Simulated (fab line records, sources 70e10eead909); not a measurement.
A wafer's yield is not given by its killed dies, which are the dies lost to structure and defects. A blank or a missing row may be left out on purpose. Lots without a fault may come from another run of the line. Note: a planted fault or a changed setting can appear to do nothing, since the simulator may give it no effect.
Chamber matching | flow nand harc | NHARC_P_M0_DEP_32 on pecvd-04: 3 sister chambers
The step deposits SiCN, target thk 30 nm. 6 wafers are shown with their chamber, then 7 later ones without.

EACH WAFER AND ITS CHAMBER
wafer  | chamber | heater power w (W) | rf fwd power W (W)
L080.5 | 2       | 616                | 447.0
L087.2 | 0       | 585                | 450.1
L087.4 | 1       | 529                | 447.6
L087.6 | 2       | 644                | 450.4
L088.1 | 0       | 589                | 448.3
L088.2 | 1       | 503                | 451.2

WAFERS WHOSE CHAMBER IS MISSING
wafer  | heater power w (W) | rf fwd power W (W)
L088.5 | 654                | 448.7
L092.1 | 605                | 450.2
L092.3 | 464                | 448.9
L092.4 | 587                | 447.7
L097.2 | 556                | 447.2
L097.4 | 562                | 446.2
L097.6 | 509                | 450.1

THE CHAMBER EACH PASSED THROUGH
wafer  | from the rows above     | in truth
L088.5 | 2                       | 2
L092.1 | can't be placed: 0 or 2 | 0
L092.3 | 1                       | 1
L092.4 | 0                       | 0
L097.2 | can't be placed: 0 or 1 | 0
L097.4 | can't be placed: 0 or 1 | 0
L097.6 | 1                       | 1
4 of 7 placed correctly. Unplaceable from these rows: 3, with the true chamber sitting among the candidates in 3. Placed wrongly: 0.
How it was worked out, from the rows above alone: a wafer's distance from a chamber is the root of the sum, over the readings, of the square of ((its reading less the chamber's mean) divided by the reading's scatter). If the next closest chamber is less than 2 further off than the closest, the wafer can't be placed; otherwise it belongs to the closest. For every chamber, the mean is computed from those of its wafers that are shown. The scatter: take each reading less its chamber's mean, square it, sum over the shown wafers, divide by the number of wafers less the number of chambers, and take the root.
